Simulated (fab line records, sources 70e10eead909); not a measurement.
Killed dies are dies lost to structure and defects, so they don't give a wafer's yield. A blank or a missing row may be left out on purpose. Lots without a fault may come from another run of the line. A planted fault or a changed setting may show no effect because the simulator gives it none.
Chamber matching | flow nand_harc | NHARC_P_BONDPAD_CMP_19 on cmp-03: 4 sister chambers
The step polishes, t overpolish 30 s, cu recess touch 16 s, target thk 160.81 nm. 18 wafers are shown with their chamber, then 9 later ones without.

WAFERS WITH THEIR CHAMBER
wafer  | chamber | motor_current_A (A) | overpolish_run_s (s)
L074.1 | 2       | 11.8                | 29.985
L074.2 | 0       | 13.2                | 30.012
L074.3 | 3       | 11.4                | 30.003
L077.3 | 0       | 12.3                | 29.998
L077.4 | 3       | 12.1                | 30.000
L077.5 | 0       | 13.1                | 29.986
L083.1 | 2       | 11.9                | 29.994
L083.2 | 3       | 12.5                | 30.017
L083.4 | 1       | 13.7                | 30.016
L083.3 | 0       | 13.3                | 29.995
L083.5 | 3       | 11.9                | 29.989
L083.6 | 2       | 11.9                | 29.990
L085.1 | 1       | 14.1                | 30.004
L085.3 | 3       | 11.7                | 29.990
L085.6 | 0       | 13.3                | 29.992
L085.2 | 0       | 12.6                | 30.007
L085.4 | 2       | 11.7                | 29.989
L085.5 | 3       | 11.8                | 30.005

SIGNATURES (means of the wafers above)
reading          | chamber 0 | chamber 1 | chamber 2 | chamber 3 | scatter within a chamber
motor_current_A  | 12.967    | 13.900    | 11.825    | 11.900    | 0.346
overpolish_run_s | 29.99833  | 30.01000  | 29.98950  | 30.00067  | 0.00894
Rule: a wafer's distance from a chamber is the root of the sum, over the readings, of the square of ((its reading less the chamber's mean) divided by the reading's scatter). The wafer belongs to the nearest chamber; if the next one is less than 2 further off, it can't be placed. The scatter: the root of (the sum of the squares of (reading less its chamber's mean) over the shown wafers, divided by (wafers less chambers)).

WAFERS WITHOUT THEIR CHAMBER
wafer  | motor_current_A (A) | overpolish_run_s (s)
L090.3 | 11.8                | 30.010
L090.4 | 12.0                | 29.999
L090.5 | 14.3                | 30.002
L095.2 | 12.8                | 29.984
L095.3 | 11.0                | 29.991
L095.6 | 11.7                | 30.000
L097.1 | 12.1                | 29.999
L097.2 | 12.1                | 29.999
L097.4 | 13.2                | 29.994

WHICH CHAMBER EACH WENT THROUGH
wafer  | from the rows above          | in truth
L090.3 | can't be placed: 3 or 2      | 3
L090.4 | can't be placed: 3 or 2      | 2
L090.5 | 1                            | 1
L095.2 | can't be placed: 0 or 2 or 3 | 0
L095.3 | can't be placed: 2 or 3      | 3
L095.6 | can't be placed: 3 or 2      | 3
L097.1 | can't be placed: 3 or 2 or 0 | 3
L097.2 | can't be placed: 3 or 2 or 0 | 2
L097.4 | can't be placed: 0 or 1      | 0
Placed correctly: 1 of 9. Can't be placed from these rows: 8 (the true chamber is among the candidates in 8). Placed wrongly: 0.
